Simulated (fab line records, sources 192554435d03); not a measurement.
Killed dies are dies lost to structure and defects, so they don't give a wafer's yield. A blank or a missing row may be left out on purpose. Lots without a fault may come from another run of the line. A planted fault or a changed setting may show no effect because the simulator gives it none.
fab line records | flow n5_finfet
record lots=7 wafers=21
route steps=1938 shown MIM_TOP_LITHO@1843 PASS1_CAP@1874
start_h: hours from the record's first day to the start of the lot's first wafer shown | wait_h: hours since the lot's step before | " the same as in the row above | L1.1+2: a row that stands for several wafers | - no value, or no start given | * or withheld: withheld | < > ~ a bound
route shown NAME@n: a module of which the file shows steps, and the number in the route of the first | usual: mean/standard deviation of fault-free wafers | same: alike in all rows | chamber/n: place in a boat | sites: the reading at each site | _std_site: their standard deviation | _edge_site: outer sites' mean less inner sites' | radius_mm: how far each site lies from the wafer's centre | mask NAME#n: copy n | behind: the tool/chamber that last shaped the wafer | hold: why the lot was held/for how many hours/how that ended | device: the transistor (n, p or np) that didn't switch | end of line: the same wafers' tests at the end of the route | a step without rows: its recipe alone | killed: dies lost to structure and defects at the first sort, not the wafer's yield | map: a wafer's dies, x killed, . not, _ none there
set.NAME: the setting as run; set.NAME@STEP: as run at that earlier step | model.NAME: the simulator's own value behind a step, which no gauge read
lots whose settings were changed on purpose; a table a step, a row a wafer
## steps
# step N5_MIM_TOP_LITHO_EXPOSE_05
# recipe mask_id=MIM_TOP na=0.55 source_shape=conventional sigma_outer=0.8 polarization=unpolarized target_cd_nm=2000 dose_mj=20.5
# columns lot.wafer tool chamber start_h wait_h mask set.dose_mj
L079.1+5 krf_scanner-01 0 284.17 - MIM_TOP#0 20.5
L079.3 " 0 " " MIM_TOP#0 19.57
L082.1+2+4 krf_scanner-01 0 302.70 - MIM_TOP#0 20.5
L083.1+3+6 krf_scanner-01 0 318.95 - MIM_TOP#0 20.5
L089.3 krf_scanner-02 0 347.28 - MIM_TOP#0 21.78
L089.5+6 " 0 " " MIM_TOP#0 20.5
L090.2+3 krf_scanner-02 0 360.21 - MIM_TOP#0 21.35
L090.4 " 0 " " MIM_TOP#0 20.5
L094.2 krf_scanner-01 0 367.62 - MIM_TOP#0 20.5
L094.3+5 " 0 " " MIM_TOP#0 21.37
L095.1+4 krf_scanner-02 0 379.62 - MIM_TOP#0 20.5
L095.3 " 0 " " MIM_TOP#0 21.14
# step N5_MIM_TOP_LITHO_PEB_06
# recipe peb_temp_c=withheld peb_time_s=*
# step N5_MIM_TOP_LITHO_DEVELOP_07
# recipe develop_time_s=60 rinse_liquid=diw dry=air_spin dev_temp_c=21
# step N5_MIM_TOP_LITHO_HARDBAKE_09
# recipe temp_c=130 time_s=120
# step N5_MIM_TOP_LITHO_CD_MEAS_08
# recipe target_cd_nm=2000 landing_energy_ev=500 detector=se_inlens
# usual cd_nm=2001.2/2.1
# columns lot.wafer tool chamber start_h wait_h set.dose_mj@MIM_TOP_LITHO_EXPOSE_05 cd_nm
L079.1 cd_sem-03 0 284.34 - 20.5 2003.0
L079.3 " 0 " " 19.57 2013.7
L079.5 " 0 " " 20.5 2005.3
L082.1 cd_sem-03 0 302.87 - 20.5 1999.9
L082.2 " 0 " " 20.5 2000.6
L082.4 " 0 " " 20.5 2003.8
L083.1 cd_sem-03 0 319.13 - 20.5 1997.7
L083.3 " 0 " " 20.5 1999.5
L083.6 " 0 " " 20.5 2003.0
L089.3 cd_sem-03 0 347.44 - 21.78 1988.7
L089.5 " 0 " " 20.5 2001.8
L089.6 " 0 " " 20.5 2004.2
L090.2 cd_sem-01 0 360.38 - 21.35 1993.7
L090.3 " 0 " " 21.35 1994.3
L090.4 " 0 " " 20.5 2002.6
L094.2 cd_sem-03 0 367.79 - 20.5 2001.5
L094.3 " 0 " " 21.37 1994.1
L094.5 " 0 " " 21.37 1994.7
L095.1 cd_sem-02 0 379.80 - 20.5 1999.4
L095.3 " 0 " " 21.14 1995.7
L095.4 " 0 " " 20.5 2005.4
# step N5_PASSIVATION_PECVD_01
# recipe material=SiNx target_thk_a=2000 temp_c=400 precursor=SiH4/NH3/N2 pressure_torr=4.9 rf_w=1406 time_s=43.2
# columns lot.wafer tool chamber start_h wait_h set.time_s model.SiNx_of_PASSIVATION_PECVD_01.thk_nm
L079.1 pecvd-02 2 286.47 0.0 48.87 224.4
L079.3 " 1 " " 43.2 194
L079.5 " 0 " " 48.87 226.8
L082.1 pecvd-04 2 304.93 0.0 45.6 208
L082.2 " 0 " " 43.2 194.4
L082.4 " 0 " " 45.6 206.8
L083.1 pecvd-01 1 321.48 0.0 43.2 200
L083.3 " 0 " " 43.2 204.2
L083.6 " 0 " " 43.2 204.6
L089.3 pecvd-02 2 349.39 0.0 39.62 184.2
L089.5 " 2 " " 43.2 202.8
L089.6 " 1 " " 39.62 185.4
L090.2 pecvd-01 0 362.84 0.0 37.09 174
L090.3 " 1 " " 43.2 195
L090.4 " 1 " " 43.2 197.6
L094.2+3 pecvd-01 1,2 369.56 0.0 43.2 195
L094.5 " 1 " " 43.2 199.2
L095.1 pecvd-02 2 381.55 0.0 43.2 198.4
L095.3 " 0 " " 48.87 227.2
L095.4 " 2 " " 48.87 229
## key
split step=N5_MIM_TOP_LITHO_EXPOSE_05 setting=dose_mj stated=20.5 by=wafer
response step=N5_MIM_TOP_LITHO_CD_MEAS_08 reading=cd_nm change=-2.1 per=1% r=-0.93
split step=N5_PASSIVATION_PECVD_01 setting=time_s stated=43.2 by=wafer
response step=N5_PASSIVATION_PECVD_01 reading=model.SiNx_of_PASSIVATION_PECVD_01.thk_nm change=+2.08 per=1% r=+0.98
